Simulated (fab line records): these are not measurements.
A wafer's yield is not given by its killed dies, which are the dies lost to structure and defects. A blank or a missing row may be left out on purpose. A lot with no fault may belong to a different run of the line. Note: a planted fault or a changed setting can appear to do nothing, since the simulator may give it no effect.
What tool caused it? || flow n5-finfet || 33 wafers from 11 lots sampled at 4 of the route's 1938 steps

## WHAT EACH GAUGE READ, for each wafer
N5_BEOL_M5_OVL_MEAS_29.
{"lot": "L075", "measured": "day 8 05:12", "on": "overlay-02", "V4_OVL (nm)": "0.3 1.1 0.6"}
{"lot": "L078", "measured": "day 8 20:41", "on": "overlay-02", "V4_OVL (nm)": "-0.7 -1.4 -0.6"}
{"lot": "L079", "measured": "day 9 03:25", "on": "overlay-01", "V4_OVL (nm)": "-0.1 -0.3 0.1"}
{"lot": "L082", "measured": "day 10 00:47", "on": "overlay-02", "V4_OVL (nm)": "0.1 0.5 0.5"}
{"lot": "L084", "measured": "day 10 10:46", "on": "overlay-01", "V4_OVL (nm)": "0.6 0.6 0.4"}
{"lot": "L086", "measured": "day 10 20:29", "on": "overlay-01", "V4_OVL (nm)": "-1.2 0.1 0.2"}
{"lot": "L089", "measured": "day 11 11:36", "on": "overlay-02", "V4_OVL (nm)": "-0.5 0.1 -1.2"}
{"lot": "L091", "measured": "day 12 06:30", "on": "overlay-01", "V4_OVL (nm)": "-1.2 -1.1 -0.8"}
{"lot": "L092", "measured": "day 12 20:57", "on": "overlay-01", "V4_OVL (nm)": "0.3 0.2 -0.4"}
{"lot": "L094", "measured": "day 13 06:32", "on": "overlay-01", "V4_OVL (nm)": "0.8 0.9 0.2"}
{"lot": "L097", "measured": "day 14 02:45", "on": "overlay-02", "V4_OVL (nm)": "0.5 0.3 -0.3"}

## WHICH TOOL RAN EACH LOT (tool, then ch and the chambers of the sampled wafers, then the start)
{"lot": "L075", "N5_BEOL_M4_ANNEAL_93": "pvd-sputter-03, day 7 23:14", "N5_BEOL_M5_CURE_79": "uv-cure-03 ch 1, day 8 02:11", "N5_BEOL_M5_ETCH_62": "rie-diel-02 ch 0,1,2, day 8 04:25"}
{"lot": "L078", "N5_BEOL_M4_ANNEAL_93": "pvd-sputter-01, day 8 14:29", "N5_BEOL_M5_CURE_79": "uv-cure-02 ch 0, day 8 17:18", "N5_BEOL_M5_ETCH_62": "rie-diel-02 ch 1,2,3, day 8 19:37"}
{"lot": "L079", "N5_BEOL_M4_ANNEAL_93": "pvd-sputter-03, day 8 20:45", "N5_BEOL_M5_CURE_79": "uv-cure-03 ch 1, day 8 23:16", "N5_BEOL_M5_ETCH_62": "rie-diel-03 ch 1,2, day 9 01:33"}
{"lot": "L082", "N5_BEOL_M4_ANNEAL_93": "pvd-sputter-03, day 9 17:52", "N5_BEOL_M5_CURE_79": "uv-cure-02 ch 1, day 9 20:23", "N5_BEOL_M5_ETCH_62": "rie-diel-02 ch 0,2,3, day 9 23:12"}
{"lot": "L084", "N5_BEOL_M4_ANNEAL_93": "pvd-sputter-03, day 10 04:09", "N5_BEOL_M5_CURE_79": "uv-cure-03 ch 1, day 10 06:44", "N5_BEOL_M5_ETCH_62": "rie-diel-02 ch 0,2,3, day 10 08:59"}
{"lot": "L086", "N5_BEOL_M4_ANNEAL_93": "pvd-sputter-02, day 10 13:51", "N5_BEOL_M5_CURE_79": "uv-cure-01 ch 2, day 10 16:52", "N5_BEOL_M5_ETCH_62": "rie-diel-02 ch 1,3, day 10 18:47"}
{"lot": "L089", "N5_BEOL_M4_ANNEAL_93": "pvd-sputter-03, day 11 05:16", "N5_BEOL_M5_CURE_79": "uv-cure-03 ch 0, day 11 08:04", "N5_BEOL_M5_ETCH_62": "rie-diel-06 ch 0,1,3, day 11 10:49"}
{"lot": "L091", "N5_BEOL_M4_ANNEAL_93": "pvd-sputter-01, day 12 00:42", "N5_BEOL_M5_CURE_79": "uv-cure-03 ch 0, day 12 03:17", "N5_BEOL_M5_ETCH_62": "rie-diel-06 ch 0,1,3, day 12 05:48"}
{"lot": "L092", "N5_BEOL_M4_ANNEAL_93": "pvd-sputter-03, day 12 15:51", "N5_BEOL_M5_CURE_79": "uv-cure-02 ch 2, day 12 18:23", "N5_BEOL_M5_ETCH_62": "rie-diel-02 ch 0,2, day 12 19:46"}
{"lot": "L094", "N5_BEOL_M4_ANNEAL_93": "pvd-sputter-01, day 12 22:18", "N5_BEOL_M5_CURE_79": "uv-cure-03 ch 1, day 13 01:11", "N5_BEOL_M5_ETCH_62": "rie-diel-06 ch 1,2, day 13 04:14"}
{"lot": "L097", "N5_BEOL_M4_ANNEAL_93": "pvd-sputter-02, day 13 21:13", "N5_BEOL_M5_CURE_79": "uv-cure-01 ch 2, day 13 23:47", "N5_BEOL_M5_ETCH_62": "rie-diel-03 ch 0,2,3, day 14 02:02"}
- N5_BEOL_M4_ANNEAL_93: time 240 s.
- N5_BEOL_M5_CURE_79: cures SiCOH lowk, time 240 s.
- N5_BEOL_M5_ETCH_62: etches SOC in N2/H2, target depth 75 nm, overetch 15 nm, time 112.5 s.

## THE ANSWER, worked out from the rows above alone
Rule: the usual values come from the lots themselves. The widest of any qualifying gaps counts: lots, ordered by their means at a reading, are off when they make up no more than a third of the lots, leave a main group of 4 or more, and stand apart from it by 3 or more times the standard deviation of that group's means. A main group whose means are all the same, to the digits that the tables above print for the reading, isn't used. Also off: a lot with no number at a reading for which 4 or more lots have one. Any other lot the step has rows for is counted as sound.
None of the lots is off at any reading shown; this tells nothing.

## WHAT THE SIMULATOR PUT IN
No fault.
